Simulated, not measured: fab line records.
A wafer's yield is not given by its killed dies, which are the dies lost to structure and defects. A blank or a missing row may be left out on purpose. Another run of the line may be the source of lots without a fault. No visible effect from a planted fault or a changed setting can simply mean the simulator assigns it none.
Chamber matching + flow nandHarc + 4 sister chambers for NHARC_A_STAIRCASE_DESCUM_443 on rieDiel-01
The step chemistry O2, time 3 s. 4 wafers are shown with their chamber, then 10 later ones without.

WAFERS PAIRED WITH THEIR CHAMBERS
| wafer  | chamber | drypumpMotorCurrentA (A) |
|--------|---------|--------------------------|
| L083.5 | 2       | 5.4                      |
| L085.1 | 1       | 6.0                      |
| L089.2 | 3       | 5.0                      |
| L089.4 | 0       | 5.6                      |

WAFERS WHOSE CHAMBER IS MISSING
| wafer  | drypumpMotorCurrentA (A) |
|--------|--------------------------|
| L089.5 | 5.4                      |
| L093.1 | 5.6                      |
| L093.4 | 5.1                      |
| L093.5 | 5.6                      |
| L092.1 | 5.4                      |
| L092.3 | 5.0                      |
| L092.4 | 5.9                      |
| L094.2 | 6.0                      |
| L094.4 | 5.4                      |
| L094.6 | 5.0                      |

EACH ONE'S CHAMBER
| wafer  | from the rows above | in truth |
|--------|---------------------|----------|
| L089.5 | 2                   | 2        |
| L093.1 | 0                   | 0        |
| L093.4 | 3                   | 3        |
| L093.5 | 0                   | 0        |
| L092.1 | 2                   | 2        |
| L092.3 | 3                   | 3        |
| L092.4 | 1                   | 1        |
| L094.2 | 1                   | 1        |
| L094.4 | 2                   | 2        |
| L094.6 | 3                   | 3        |
Correctly placed: 10 of 10. Left unplaced by these rows: 0. Wrongly placed: 0.
How it was worked out, from the rows above alone: a wafer's distance from a chamber is the root of the sum, over the readings, of the square of ((its reading less the chamber's mean) divided by the reading's scatter). The wafer belongs to the nearest chamber; if the next one is less than 2 further off, it can't be placed. The mean given for a chamber averages the wafers shown for that chamber. The scatter (one wafer shown for each chamber): square how far every hidden wafer sits from the nearest shown wafer, average those squares and take the square root.
